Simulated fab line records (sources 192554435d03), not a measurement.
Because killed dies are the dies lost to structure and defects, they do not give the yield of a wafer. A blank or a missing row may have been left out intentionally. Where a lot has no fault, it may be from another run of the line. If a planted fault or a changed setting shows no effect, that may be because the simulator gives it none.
Chamber matching    flow n5Finfet    N5_MOL_CONTACT_COAG_CO_FILL_22 on cvdCo-01 has 3 sister chambers
The step material Co, precursor CCTBA/H2, target thk 20 nm. 24 wafers are shown with their chamber, then 12 later ones without.

WAFERS, EACH WITH ITS CHAMBER
wafer   chamber  heaterPowerW (W)
L076.2  0        215
L076.5  0        208
L076.6  2        221
L078.1  0        212
L078.2  2        224
L078.3  1        217
L078.4  2        222
L078.5  0        213
L078.6  1        223
L081.1  2        220
L081.2  0        215
L081.3  0        212
L081.4  2        220
L081.5  2        224
L081.6  0        217
L083.2  0        214
L083.3  2        221
L083.4  2        221
L085.1  1        218
L085.3  2        223
L085.4  2        218
L090.1  0        219
L090.2  1        222
L090.3  2        224

SIGNATURES, as means of the wafers listed above
reading       chamber 0  chamber 1  chamber 2  scatter within a chamber
heaterPowerW  213.89     220.00     221.64     2.63
Rule: for a wafer and a chamber, the distance is found by dividing, reading by reading, the gap between the wafer's reading and the chamber's mean by the reading's scatter, squaring, summing and taking the root. The wafer belongs to the nearest chamber; if the next one is less than 2 further off, it can't be placed. The scatter: the root of (the sum of the squares of (reading less its chamber's mean) over the shown wafers, divided by (wafers less chambers)).

WAFERS WHOSE CHAMBER IS MISSING
wafer   heaterPowerW (W)
L091.1  216
L091.3  214
L091.6  215
L093.3  227
L093.4  222
L093.5  218
L095.1  223
L095.2  214
L095.5  221
L097.1  219
L097.3  214
L097.5  214

THE CHAMBER EACH PASSED THROUGH
wafer   from the rows above           in truth
L091.1  can't be placed: 0 or 1 or 2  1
L091.3  0                             0
L091.6  can't be placed: 0 or 1       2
L093.3  can't be placed: 2 or 1       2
L093.4  can't be placed: 2 or 1       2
L093.5  can't be placed: 1 or 2 or 0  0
L095.1  can't be placed: 2 or 1       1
L095.2  0                             0
L095.5  can't be placed: 2 or 1       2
L097.1  can't be placed: 1 or 2 or 0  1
L097.3  0                             0
L097.5  0                             0
Correctly placed: 4 of 12. Not placeable from these rows: 8 (in 7, the candidates include the true chamber). Placed wrongly: 0.
